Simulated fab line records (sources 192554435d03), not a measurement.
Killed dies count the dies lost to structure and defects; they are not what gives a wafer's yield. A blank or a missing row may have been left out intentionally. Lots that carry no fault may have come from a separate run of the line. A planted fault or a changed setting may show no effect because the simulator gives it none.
Matching of chambers | flow n5 finfet | cmp-03 running N5_DUMMY_GATE_CMP_04: 4 sister chambers
The step polishes a-Si. 8 wafers are shown with their chamber, then 6 later ones without.

== WAFERS, EACH WITH ITS CHAMBER ==
wafer  | chamber | motor current A (A) | time to endpoint s (s)
L085.2 | 2       | 10.4                | 15.2
L088.3 | 1       | 12.3                | 10.7
L089.1 | 0       | 8.6                 | 12.8
L089.2 | 1       | 12.6                | 11.5
L089.3 | 3       | 8.4                 | 14.9
L090.1 | 0       | 8.5                 | 11.9
L090.2 | 3       | 8.7                 | 15.0
L090.3 | 2       | 10.8                | 11.2

== WAFERS WITHOUT THEIR CHAMBER ==
wafer  | motor current A (A) | time to endpoint s (s)
L092.4 | 10.3                | 15.6
L093.1 | 8.4                 | 11.8
L094.3 | 8.8                 | 17.4
L094.4 | 10.7                | 13.7
L095.2 | 8.7                 | 17.5
L095.3 | 11.5                | 8.8

== EACH ONE'S CHAMBER ==
wafer  | from the rows above     | in truth
L092.4 | 2                       | 2
L093.1 | can't be placed: 0 or 3 | 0
L094.3 | can't be placed: 3 or 0 | 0
L094.4 | 2                       | 2
L095.2 | can't be placed: 3 or 0 | 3
L095.3 | can't be placed: 1 or 2 | 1
Correct placement for 2 of the 6. Can't be placed from these rows: 4 (the true chamber is among the candidates in 4). Wrongly placed: 0.
How it was worked out, from the rows above alone: a wafer's distance from a chamber is the root of the sum, over the readings, of the square of ((its reading less the chamber's mean) divided by the reading's scatter). The wafer belongs to the nearest chamber; if the next one is less than 2 further off, it can't be placed. The mean given for a chamber averages the wafers shown for that chamber. The scatter: take each reading less its chamber's mean, square it, sum over the shown wafers, divide by the number of wafers less the number of chambers, and take the root.
